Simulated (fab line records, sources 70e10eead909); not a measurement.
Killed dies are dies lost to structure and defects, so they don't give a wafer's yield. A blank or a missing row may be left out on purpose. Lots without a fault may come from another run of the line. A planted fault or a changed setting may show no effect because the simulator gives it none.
Which tool did it? | flow nand_harc | 13 lots, 38 wafers sampled, at 6 steps of a route of 1302

WHAT THE GAUGES READ, wafer by wafer
NHARC_A_ONON_D2_THK_MEAS_02: measures by ellipsometry. Usual: thk_nm 1001 nm, standard deviation 11.
lot  | measured     | on            | thk_nm (nm)    | flag
L560 | day 12 16:59 | film_metro-01 | 1003 1004 1003 |
L562 | day 13 12:17 | film_metro-02 | 997 996 998    |
L563 | day 14 02:50 | film_metro-02 | 987 989 989    |
L564 | day 14 05:00 | film_metro-01 | 999 998 998    |
L566 | day 15 02:02 | film_metro-02 | 1014 1013      |
L567 | day 15 08:26 | film_metro-02 | 996 998 999    |
L575 | day 18 11:01 | film_metro-02 | 1016 1017 1015 |
L574 | day 18 11:02 | film_metro-02 | 994 996 996    |
L577 | day 19 14:42 | film_metro-02 | 1001 1001 1000 |
L576 | day 19 14:43 | film_metro-01 | 1008 1008 1010 |
L580 | day 21 11:43 | film_metro-01 | 1011 1012 1011 |
L582 | day 21 17:32 | film_metro-01 | 998 1000 1000  |
L583 | day 21 17:32 | film_metro-02 | 1003 1006 1003 |

NHARC_A_ONON_D2_THK_MEAS_18: measures by ellipsometry. Usual: thk_nm 1000 nm, standard deviation 12.
lot  | measured     | on            | thk_nm (nm)    | flag
L560 | day 13 03:00 | film_metro-01 | 1011 1012 1013 |
L562 | day 13 23:43 | film_metro-01 | 1002 1003 1001 |
L563 | day 14 13:46 | film_metro-01 | 1010 1009 1011 |
L564 | day 14 13:44 | film_metro-02 | 981 980 981    |
L566 | day 15 12:51 | film_metro-02 | 1004 700       | OFF
L567 | day 15 18:25 | film_metro-01 | 1006 1005 702  | OFF
L575 | day 18 21:20 | film_metro-01 | 996 997 997    |
L574 | day 18 21:19 | film_metro-02 | 991 990 991    |
L577 | day 20 00:38 | film_metro-02 | 997 995 996    |
L576 | day 20 00:38 | film_metro-01 | 999 997 998    |
L580 | day 21 22:26 | film_metro-01 | 974 974 974    |
L582 | day 22 05:16 | film_metro-02 | 1001 1001 1000 |
L583 | day 22 05:16 | film_metro-01 | 1003 1003 1005 |

NHARC_END_SORT_01. Usual: killed_at_array 58, standard deviation 22; killed_at_other 1.0, standard deviation 1.3; killed_at_periphery 5, standard deviation 3.4; killed_dies 64, standard deviation 22; killed_open 3.6, standard deviation 1.8; killed_short 2.4, standard deviation 1.7.
lot  | measured     | on        | killed_at_array | killed_at_other | killed_at_periphery | killed_dies | killed_open | killed_short | flag
L566 | day 27 00:40 | prober-02 | 64 666          | 1 0             | 9 11                | 74 677      | 6 6         | 4 4          | OFF
L567 | day 27 11:55 | prober-02 | 77 77 674       | 0 1 1           | 4 2 2               | 81 80 677   | 4 2 4       | 2 1 6        | OFF

WHICH TOOL RAN EACH LOT (tool, then ch and the chambers of the sampled wafers, then the start)
lot  | NHARC_A_ONON_D2_DEP_16           | NHARC_A_ONON_D2_DEP_33          | NHARC_A_CHANNEL_HOLE_D2_DEP_01
L560 | pecvd_onon-03 ch 0, day 13 02:37 | pecvd-03 ch 0,2, day 13 05:22   | pecvd-02 ch 0,1, day 13 07:48
L562 | pecvd_onon-03 ch 0, day 13 23:12 | pecvd-04 ch 1,2, day 14 02:05   | pecvd-02 ch 0,1,2, day 14 08:27
L563 | pecvd_onon-04 ch 0, day 14 13:17 | pecvd-01 ch 0,1, day 14 16:05   | pecvd-03 ch 0,1, day 14 18:36
L564 | pecvd_onon-03 ch 0, day 14 13:14 | pecvd-03 ch 0,1, day 14 16:06   | pecvd-04 ch 0,1,2, day 14 18:34
L566 | pecvd_onon-03 ch 0, day 15 12:31 | pecvd-01 ch 1,2, day 15 15:19   | pecvd-04 ch 1, day 15 18:40
L567 | pecvd_onon-03 ch 0, day 15 17:58 | pecvd-03 ch 0,1,2, day 15 20:44 | pecvd-03 ch 0,1, day 16 01:32
L575 | pecvd_onon-03 ch 0, day 18 20:59 | pecvd-03 ch 0,1, day 18 23:47   | pecvd-02 ch 1,2, day 19 05:22
L574 | pecvd_onon-02 ch 0, day 18 20:52 | pecvd-01 ch 1,2, day 18 23:41   | pecvd-02 ch 0,2, day 19 03:22
L577 | pecvd_onon-02 ch 0, day 20 00:08 | pecvd-03 ch 1,2, day 20 02:57   | pecvd-02 ch 0,1, day 20 05:27
L576 | pecvd_onon-03 ch 0, day 20 00:08 | pecvd-01 ch 0,1,2, day 20 03:01 | pecvd-03 ch 1,2, day 20 05:27
L580 | pecvd_onon-03 ch 0, day 21 21:59 | pecvd-03 ch 0,1, day 22 00:49   | pecvd-02 ch 0,1, day 22 03:47
L582 | pecvd_onon-03 ch 0, day 22 04:49 | pecvd-01 ch 0,1, day 22 07:43   | pecvd-02 ch 0,1,2, day 22 11:50
L583 | pecvd_onon-02 ch 0, day 22 04:52 | pecvd-04 ch 0,1, day 22 07:35   | pecvd-03 ch 0,2, day 22 11:16
- NHARC_A_ONON_D2_DEP_16: target thk 1000 nm.
- NHARC_A_ONON_D2_DEP_33: deposits SiO2, target thk 200 nm.
- NHARC_A_CHANNEL_HOLE_D2_DEP_01: deposits SiON, target thk 140 nm.

WHAT THE TOOLS THEMSELVES READ (means of the sampled wafers that have a number; where no wafer has one, the mark that the record gives instead)
NHARC_A_ONON_D2_DEP_33. Usual: heater_power_outer_w 305 W, standard deviation 71; heater_power_w 563 W, standard deviation 100; mfc_precursor_sccm 161.5 sccm, standard deviation 0.54; throttle_valve_pct 15.9 %, standard deviation 0.54.
lot  | tool     | heater_power_outer_w (W) | heater_power_w (W) | mfc_precursor_sccm (sccm) | throttle_valve_pct (%) | flag
L560 | pecvd-03 | 375                      | 633                | 161.8                     | 15.7                   |
L562 | pecvd-04 | 222                      | 464                | 161.1                     | 15.9                   |
L563 | pecvd-01 | 357                      | 664                | 161.7                     | 14.9                   |
L564 | pecvd-03 | 339                      | 606                | 161.8                     | 16.3                   |
L566 | pecvd-01 | 284                      | 500                | 161.4                     | 15.2                   |
L567 | pecvd-03 | 335                      | 591                | 161.0                     | 16.3                   |
L575 | pecvd-03 | 326                      | 584                | 161.6                     | 16.2                   |
L574 | pecvd-01 | 286                      | 498                | 162.4                     | 15.4                   |
L577 | pecvd-03 | 319                      | 574                | 161.3                     | 16.3                   |
L576 | pecvd-01 | 316                      | 582                | 161.8                     | 15.4                   |
L580 | pecvd-03 | 340                      | 609                | 161.4                     | 16.1                   |
L582 | pecvd-01 | 339                      | 648                | 161.1                     | 14.9                   |
L583 | pecvd-04 | 239                      | 475                | 161.6                     | 15.9                   |

NHARC_A_CHANNEL_HOLE_D2_DEP_01. Usual: heater_power_outer_w 480 W, standard deviation 67; heater_power_w 761 W, standard deviation 93.
lot  | tool     | heater_power_outer_w (W) | heater_power_w (W) | flag
L560 | pecvd-02 | 522                      | 776                |
L562 | pecvd-02 | 484                      | 733                |
L563 | pecvd-03 | 478                      | 800                |
L564 | pecvd-04 | 450                      | 763                |
L566 | pecvd-04 | 327                      | 591                |
L567 | pecvd-03 | 516                      | 828                |
L575 | pecvd-02 | 477                      | 719                |
L574 | pecvd-02 | 556                      | 840                |
L577 | pecvd-02 | 520                      | 776                |
L576 | pecvd-03 | 491                      | 804                |
L580 | pecvd-02 | 492                      | 742                |
L582 | pecvd-02 | 469                      | 714                |
L583 | pecvd-03 | 431                      | 731                |

THE ANSWER, worked out from the rows above alone
Rule: a lot is off if the mean of its wafers that have a number lies more than 3 standard deviations from the usual mean. A lot without any number at a reading at which 4 lots or more have one is off too. The other lots that the step has rows for count as sound. The gauges are gone through in route order, then the tools' own readings, and for those a lot's mean is taken as printed above. The first step at which some lot is off is used, and at that step the reading that is off furthest; a lot without a number counts as furthest.
Off: L566, L567, at NHARC_A_ONON_D2_THK_MEAS_18 (thk_nm).
A tool fits if, at a process step before that reading, it ran every lot that is off, and no sound lot after the first of them. The gauges at NHARC_A_ONON_D2_THK_MEAS_18 aren't tried: what is off there is off at NHARC_END_SORT_01 too, on other tools, and a gauge's error can't cause that. None of those tried fits.

WHAT THE SIMULATOR HAD PUT IN
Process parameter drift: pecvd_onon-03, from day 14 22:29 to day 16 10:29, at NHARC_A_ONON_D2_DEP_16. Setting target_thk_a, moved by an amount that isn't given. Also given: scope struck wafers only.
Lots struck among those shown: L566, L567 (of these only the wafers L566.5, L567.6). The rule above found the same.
